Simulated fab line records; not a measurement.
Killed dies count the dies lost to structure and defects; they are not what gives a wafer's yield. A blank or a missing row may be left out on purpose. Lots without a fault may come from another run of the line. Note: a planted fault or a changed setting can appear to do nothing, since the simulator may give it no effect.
Chamber matching + flow nand harc + 4 sister chambers for NHARC_P_CONTACT_STRIP_28 on rie diel-11
The step strips in O2. 20 wafers are shown with their chamber, then 10 later ones without.

## WAFERS WITH THEIR CHAMBER
| wafer  | chamber | drypump motor current A (A) | throttle valve pct (%) | oes product au (a.u.) |
|--------|---------|-----------------------------|------------------------|-----------------------|
| L074.2 | 1       | 6.4                         | 17.024                 | 0.999                 |
| L074.4 | 3       | 6.0                         | 17.013                 | 0.994                 |
| L074.5 | 2       | 5.1                         | 17.033                 | 1.001                 |
| L075.2 | 2       | 5.0                         | 17.028                 | 1.006                 |
| L075.4 | 0       | 5.4                         | 17.029                 | 1.028                 |
| L075.5 | 3       | 6.0                         | 17.031                 | 0.999                 |
| L078.1 | 0       | 5.5                         | 17.020                 | 1.014                 |
| L078.3 | 2       | 5.1                         | 17.029                 | 0.998                 |
| L078.5 | 1       | 6.4                         | 17.043                 | 0.998                 |
| L080.2 | 1       | 6.4                         | 17.050                 | 1.012                 |
| L080.4 | 2       | 5.0                         | 17.041                 | 1.000                 |
| L080.5 | 2       | 5.0                         | 17.044                 | 1.008                 |
| L087.2 | 3       | 6.0                         | 17.010                 | 0.994                 |
| L087.4 | 2       | 5.1                         | 17.050                 | 0.999                 |
| L087.6 | 3       | 6.0                         | 17.042                 | 1.008                 |
| L089.3 | 0       | 5.4                         | 17.036                 | 0.993                 |
| L089.4 | 2       | 5.1                         | 17.032                 | 0.992                 |
| L089.6 | 3       | 6.0                         | 17.035                 | 1.011                 |
| L090.4 | 3       | 6.0                         | 17.048                 | 1.001                 |
| L090.5 | 0       | 5.5                         | 17.043                 | 0.996                 |

SIGNATURES, as means of the wafers listed above
| reading                 | chamber 0 | chamber 1 | chamber 2 | chamber 3 | scatter within a chamber |
|-------------------------|-----------|-----------|-----------|-----------|--------------------------|
| drypump motor current A | 5.450     | 6.400     | 5.057     | 6.000     | 0.0412                   |
| throttle valve pct      | 17.03200  | 17.03900  | 17.03671  | 17.02983  | 0.0119                   |
| oes product au          | 1.00775   | 1.00300   | 1.00057   | 1.00117   | 0.00917                  |
Rule: for a wafer and a chamber, the distance is found by dividing, reading by reading, the gap between the wafer's reading and the chamber's mean by the reading's scatter, squaring, summing and taking the root. The wafer belongs to the nearest chamber; if the next one is less than 2 further off, it can't be placed. The scatter: the root of (the sum of the squares of (reading less its chamber's mean) over the shown wafers, divided by (wafers less chambers)).

## WAFERS WITHOUT THEIR CHAMBER
| wafer  | drypump motor current A (A) | throttle valve pct (%) | oes product au (a.u.) |
|--------|-----------------------------|------------------------|-----------------------|
| L090.6 | 6.0                         | 17.029                 | 0.998                 |
| L094.2 | 6.0                         | 17.032                 | 1.013                 |
| L094.4 | 5.1                         | 17.024                 | 0.998                 |
| L094.5 | 6.4                         | 17.042                 | 0.996                 |
| L095.4 | 5.0                         | 17.051                 | 1.006                 |
| L095.5 | 6.0                         | 17.040                 | 1.003                 |
| L095.6 | 5.4                         | 17.050                 | 0.997                 |
| L097.1 | 5.5                         | 17.034                 | 1.007                 |
| L097.2 | 6.4                         | 17.043                 | 0.988                 |
| L097.5 | 6.0                         | 17.041                 | 0.992                 |

## THE CHAMBER EACH PASSED THROUGH
| wafer  | from the rows above | in truth |
|--------|---------------------|----------|
| L090.6 | 3                   | 3        |
| L094.2 | 3                   | 3        |
| L094.4 | 2                   | 2        |
| L094.5 | 1                   | 1        |
| L095.4 | 2                   | 2        |
| L095.5 | 3                   | 3        |
| L095.6 | 0                   | 0        |
| L097.1 | 0                   | 0        |
| L097.2 | 1                   | 1        |
| L097.5 | 3                   | 3        |
Correct placement for 10 of the 10. Left unplaced by these rows: 0. 0 placed wrongly.
